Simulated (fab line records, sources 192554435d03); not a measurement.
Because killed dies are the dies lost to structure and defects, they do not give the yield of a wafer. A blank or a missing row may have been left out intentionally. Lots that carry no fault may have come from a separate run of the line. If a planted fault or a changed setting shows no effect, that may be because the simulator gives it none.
Split-lot trial / flow n5_finfet / route with 1938 steps; 7 lots, 21 wafers read

THE SPLIT ITSELF
At N5_BEOL_M14_COAT_04 (resist thk 800 nm), the setting spin_rpm was moved away from the recipe's 1704 rpm on 8 of the 21 wafers read, by -8.9% to +6.5%. This setting was run at the recipe's value on the other wafers.

Reading taken at the split's own step.

THE READING
coat_of_BEOL_M14_COAT_04.thk_nm (the simulator's own value, which no gauge read), in nm, at N5_BEOL_M14_COAT_04 (resist thk 800 nm). The file gives no usual value for it. The 13 wafers here that ran the recipe average 799.7 nm, standard deviation 3.8 nm.

wafer=L074.2; tool, chamber at the split=litho_track-05, 0; spin_rpm as run, rpm=1704; against the recipe=recipe; coat_of_BEOL_M14_COAT_04.thk_nm, nm=797.8; against lot-mates on the recipe=-
wafer=L074.4; tool, chamber at the split=litho_track-05, 0; spin_rpm as run, rpm=1704; against the recipe=recipe; coat_of_BEOL_M14_COAT_04.thk_nm, nm=796.4; against lot-mates on the recipe=-
wafer=L074.5; tool, chamber at the split=litho_track-05, 0; spin_rpm as run, rpm=1760; against the recipe=+3.3%; coat_of_BEOL_M14_COAT_04.thk_nm, nm=786.6; against lot-mates on the recipe=-10.5
wafer=L077.2; tool, chamber at the split=litho_track-04, 0; spin_rpm as run, rpm=1704; against the recipe=recipe; coat_of_BEOL_M14_COAT_04.thk_nm, nm=802.8; against lot-mates on the recipe=-
wafer=L077.4; tool, chamber at the split=litho_track-04, 0; spin_rpm as run, rpm=1642; against the recipe=-3.6%; coat_of_BEOL_M14_COAT_04.thk_nm, nm=817.8; against lot-mates on the recipe=+14.8
wafer=L077.6; tool, chamber at the split=litho_track-04, 0; spin_rpm as run, rpm=1704; against the recipe=recipe; coat_of_BEOL_M14_COAT_04.thk_nm, nm=803.2; against lot-mates on the recipe=-
wafer=L076.1; tool, chamber at the split=litho_track-04, 0; spin_rpm as run, rpm=1814; against the recipe=+6.5%; coat_of_BEOL_M14_COAT_04.thk_nm, nm=777; against lot-mates on the recipe=-25.6
wafer=L076.2; tool, chamber at the split=litho_track-04, 0; spin_rpm as run, rpm=1704; against the recipe=recipe; coat_of_BEOL_M14_COAT_04.thk_nm, nm=802.6; against lot-mates on the recipe=-
wafer=L076.6; tool, chamber at the split=litho_track-04, 0; spin_rpm as run, rpm=1814; against the recipe=+6.5%; coat_of_BEOL_M14_COAT_04.thk_nm, nm=778.4; against lot-mates on the recipe=-24.2
wafer=L082.2; tool, chamber at the split=litho_track-05, 0; spin_rpm as run, rpm=1704; against the recipe=recipe; coat_of_BEOL_M14_COAT_04.thk_nm, nm=792.8; against lot-mates on the recipe=-
wafer=L082.3; tool, chamber at the split=litho_track-05, 0; spin_rpm as run, rpm=1704; against the recipe=recipe; coat_of_BEOL_M14_COAT_04.thk_nm, nm=794.4; against lot-mates on the recipe=-
wafer=L082.4; tool, chamber at the split=litho_track-05, 0; spin_rpm as run, rpm=1704; against the recipe=recipe; coat_of_BEOL_M14_COAT_04.thk_nm, nm=795; against lot-mates on the recipe=-
wafer=L083.1; tool, chamber at the split=litho_track-04, 0; spin_rpm as run, rpm=1584; against the recipe=-7.0%; coat_of_BEOL_M14_COAT_04.thk_nm, nm=833; against lot-mates on the recipe=+29.8
wafer=L083.3; tool, chamber at the split=litho_track-04, 0; spin_rpm as run, rpm=1584; against the recipe=-7.0%; coat_of_BEOL_M14_COAT_04.thk_nm, nm=832; against lot-mates on the recipe=+28.8
wafer=L083.4; tool, chamber at the split=litho_track-04, 0; spin_rpm as run, rpm=1704; against the recipe=recipe; coat_of_BEOL_M14_COAT_04.thk_nm, nm=803.2; against lot-mates on the recipe=-
wafer=L090.1; tool, chamber at the split=litho_track-05, 0; spin_rpm as run, rpm=1552; against the recipe=-8.9%; coat_of_BEOL_M14_COAT_04.thk_nm, nm=840; against lot-mates on the recipe=+37.0
wafer=L090.2; tool, chamber at the split=litho_track-05, 0; spin_rpm as run, rpm=1552; against the recipe=-8.9%; coat_of_BEOL_M14_COAT_04.thk_nm, nm=840.2; against lot-mates on the recipe=+37.2
wafer=L090.6; tool, chamber at the split=litho_track-05, 0; spin_rpm as run, rpm=1704; against the recipe=recipe; coat_of_BEOL_M14_COAT_04.thk_nm, nm=803; against lot-mates on the recipe=-
wafer=L095.1; tool, chamber at the split=litho_track-04, 0; spin_rpm as run, rpm=1704; against the recipe=recipe; coat_of_BEOL_M14_COAT_04.thk_nm, nm=801.8; against lot-mates on the recipe=-
wafer=L095.4; tool, chamber at the split=litho_track-04, 0; spin_rpm as run, rpm=1704; against the recipe=recipe; coat_of_BEOL_M14_COAT_04.thk_nm, nm=804; against lot-mates on the recipe=-
wafer=L095.6; tool, chamber at the split=litho_track-04, 0; spin_rpm as run, rpm=1704; against the recipe=recipe; coat_of_BEOL_M14_COAT_04.thk_nm, nm=799.4; against lot-mates on the recipe=-

THE FIT
A straight line over all 21 wafers: coat_of_BEOL_M14_COAT_04.thk_nm changes by -4.24 nm for each +1% of spin_rpm; r = -0.98; the points scatter about the line by 3.7 nm.
The same after taking each lot's own level away (the mean of its wafers on the recipe; 21 wafers): -4.04 nm for each +1%; r = -1.00; scatter 1.2 nm.
According to that fit, moving spin_rpm by its largest amount changes the reading by 36 nm.
From 794.07 to 803.20 nm: that is the span of the lots' own levels, equal to 2.4 times the standard deviation above.
The two slopes agree, so the slope changes little with the lot-to-lot level.
Check: for one of the wafers moved furthest among these (-8.9%), held out of the fit, the line's prediction against its lot-mates is +36.3 nm. Against them it came out at +37 nm.

OTHER SPLITS APPLIED TO THESE WAFERS
Note: prior to the reading, these wafers also went through further splits. Each is held against what the fit with the lots' levels taken away leaves over:
other split on the same wafers=N5_BEOL_M12_SPUTTER_43 time_s; wafers away from the commonest value=5; r with coat_of_BEOL_M14_COAT_04.thk_nm (lot level and that fit taken away)=-0.02
other split on the same wafers=N5_BEOL_M13_ILD_DEP_00 time_s; wafers away from the commonest value=6; r with coat_of_BEOL_M14_COAT_04.thk_nm (lot level and that fit taken away)=+0.12
other split on the same wafers=N5_BEOL_M14_ILD_DEP_00 time_s; wafers away from the commonest value=4; r with coat_of_BEOL_M14_COAT_04.thk_nm (lot level and that fit taken away)=-0.07

THE WHOLE CHAIN: every reading that the file lists as answering this split, in the file's order
step=N5_BEOL_M14_COAT_04; what it does=resist thk 800 nm; reading=coat_of_BEOL_M14_COAT_04.thk_nm (the simulator's own value, which no gauge read); change (the file's fit)=-4.04 nm for each +1% of the setting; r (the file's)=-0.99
step=N5_BEOL_M14_VIA_ETCH_16; what it does=etches SiO2 in C4F8/O2/Ar, target depth 1231.3 nm; reading=coat_of_BEOL_M14_COAT_04.thk_nm (the simulator's own value, which no gauge read); change (the file's fit)=-4.47 nm for each +1% of the setting, in a fit together with time_s@BEOL_M14_ILD_DEP_00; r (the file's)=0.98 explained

FILE'S OWN FIT
coat_of_BEOL_M14_COAT_04.thk_nm changes by -4.04 nm for each +1% of spin_rpm, r = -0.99.
